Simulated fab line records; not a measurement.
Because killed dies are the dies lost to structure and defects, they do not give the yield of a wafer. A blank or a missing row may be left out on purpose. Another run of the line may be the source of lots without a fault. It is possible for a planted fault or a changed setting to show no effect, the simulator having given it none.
Split-lot study / flow n5Finfet / 21 wafers read across 7 lots, on a route 1938 steps long

THE SPLIT
At N5_SD_EPI_N_ETCH_45 (etches SiOCN in CH3F/O2, target depth 6 nm), the setting targetDepthA was moved away from the recipe's 60 angstrom on 10 of the 21 wafers read, by -12.1% to +11.6%. This setting was run at the recipe's value on the other wafers.

Reading taken at the split's own step.

THE READING
etch.depthNm (the simulator's own value, which no gauge read), in nm, at N5_SD_EPI_N_ETCH_45 (etches SiOCN in CH3F/O2, target depth 6 nm). The file gives no usual value for it. The 11 wafers here that ran the recipe average 5.971 nm, standard deviation 0.12 nm.

wafer=L076.3; tool, chamber at the split=rieDiel-03, 2; targetDepthA as run, angstrom=60; against the recipe=recipe; etch.depthNm, nm=6.139; against lot-mates on the recipe=-
wafer=L076.4; tool, chamber at the split=rieDiel-03, 3; targetDepthA as run, angstrom=56.38; against the recipe=-6.0%; etch.depthNm, nm=5.559; against lot-mates on the recipe=-0.580
wafer=L076.5; tool, chamber at the split=rieDiel-03, 1; targetDepthA as run, angstrom=56.38; against the recipe=-6.0%; etch.depthNm, nm=5.167; against lot-mates on the recipe=-0.972
wafer=L077.4; tool, chamber at the split=rieDiel-04, 1; targetDepthA as run, angstrom=60; against the recipe=recipe; etch.depthNm, nm=6.168; against lot-mates on the recipe=-
wafer=L077.5; tool, chamber at the split=rieDiel-04, 0; targetDepthA as run, angstrom=60; against the recipe=recipe; etch.depthNm, nm=5.757; against lot-mates on the recipe=-
wafer=L077.6; tool, chamber at the split=rieDiel-04, 3; targetDepthA as run, angstrom=60; against the recipe=recipe; etch.depthNm, nm=5.908; against lot-mates on the recipe=-
wafer=L083.1; tool, chamber at the split=rieDiel-02, 1; targetDepthA as run, angstrom=60; against the recipe=recipe; etch.depthNm, nm=5.873; against lot-mates on the recipe=-
wafer=L083.5; tool, chamber at the split=rieDiel-02, 3; targetDepthA as run, angstrom=60; against the recipe=recipe; etch.depthNm, nm=5.95; against lot-mates on the recipe=-
wafer=L083.6; tool, chamber at the split=rieDiel-02, 0; targetDepthA as run, angstrom=64.87; against the recipe=+8.1%; etch.depthNm, nm=6.505; against lot-mates on the recipe=+0.593
wafer=L085.1; tool, chamber at the split=rieDiel-02, 2; targetDepthA as run, angstrom=66.93; against the recipe=+11.6%; etch.depthNm, nm=6.656; against lot-mates on the recipe=+0.723
wafer=L085.2; tool, chamber at the split=rieDiel-02, 0; targetDepthA as run, angstrom=60; against the recipe=recipe; etch.depthNm, nm=6.045; against lot-mates on the recipe=-
wafer=L085.4; tool, chamber at the split=rieDiel-02, 1; targetDepthA as run, angstrom=60; against the recipe=recipe; etch.depthNm, nm=5.821; against lot-mates on the recipe=-
wafer=L088.1; tool, chamber at the split=rieDiel-02, 3; targetDepthA as run, angstrom=60; against the recipe=recipe; etch.depthNm, nm=5.951; against lot-mates on the recipe=-
wafer=L088.2; tool, chamber at the split=rieDiel-02, 1; targetDepthA as run, angstrom=62.29; against the recipe=+3.8%; etch.depthNm, nm=6.135; against lot-mates on the recipe=+0.184
wafer=L088.3; tool, chamber at the split=rieDiel-02, 0; targetDepthA as run, angstrom=62.29; against the recipe=+3.8%; etch.depthNm, nm=6.38; against lot-mates on the recipe=+0.429
wafer=L090.1; tool, chamber at the split=rieDiel-02, 1; targetDepthA as run, angstrom=57.65; against the recipe=-3.9%; etch.depthNm, nm=5.641; against lot-mates on the recipe=-0.408
wafer=L090.2; tool, chamber at the split=rieDiel-02, 2; targetDepthA as run, angstrom=60; against the recipe=recipe; etch.depthNm, nm=6.049; against lot-mates on the recipe=-
wafer=L090.3; tool, chamber at the split=rieDiel-02, 0; targetDepthA as run, angstrom=57.65; against the recipe=-3.9%; etch.depthNm, nm=5.89; against lot-mates on the recipe=-0.159
wafer=L092.1; tool, chamber at the split=rieDiel-02, 3; targetDepthA as run, angstrom=52.76; against the recipe=-12.1%; etch.depthNm, nm=5.388; against lot-mates on the recipe=-0.636
wafer=L092.2; tool, chamber at the split=rieDiel-02, 2; targetDepthA as run, angstrom=60; against the recipe=recipe; etch.depthNm, nm=6.024; against lot-mates on the recipe=-
wafer=L092.6; tool, chamber at the split=rieDiel-02, 0; targetDepthA as run, angstrom=52.76; against the recipe=-12.1%; etch.depthNm, nm=5.358; against lot-mates on the recipe=-0.666

FIT RESULTS
A straight line over all 21 wafers: etch.depthNm changes by +0.0607 nm for each +1% of targetDepthA; r = +0.91; the points scatter about the line by 0.16 nm.
The same after taking each lot's own level away (the mean of its wafers on the recipe; 21 wafers): +0.0682 nm for each +1%; r = +0.91; scatter 0.18 nm.
The reading moves by 0.82 nm for the largest change in targetDepthA, on that fit.
The span of the lots' own levels, 5.9115 to 6.1390 nm, comes to 1.9 times the standard deviation stated above.
Thus the slope moves with the lot-to-lot level: the two fits are different.
Check: for one of the wafers moved furthest among these (-12.1%), held out of the fit, the line's prediction against its lot-mates is -0.91 nm. It came out at -0.636 nm against them.

OTHER SPLITS ON THESE WAFERS
Other splits were also applied to these wafers ahead of the reading. Each is held against what the fit with the lots' levels taken away leaves over:
other split on the same wafers=N5_WELL_APT_PEB_06 pebTimeS; wafers away from the commonest value=6; r with etch.depthNm (lot level and that fit taken away)=-0.03
other split on the same wafers=N5_WELL_APT_DEVELOP_07 developTimeS; wafers away from the commonest value=5; r with etch.depthNm (lot level and that fit taken away)=+0.25
other split on the same wafers=N5_FIN_SAQP_PECVD_47 timeS; wafers away from the commonest value=8; r with etch.depthNm (lot level and that fit taken away)=-0.01
other split on the same wafers=N5_FIN_SAQP_EXPOSE_13 doseMj; wafers away from the commonest value=9; r with etch.depthNm (lot level and that fit taken away)=+0.14

FILE'S OWN FIT
etch.depthNm changes by +0.068 nm for each +1% of targetDepthA, r = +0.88.
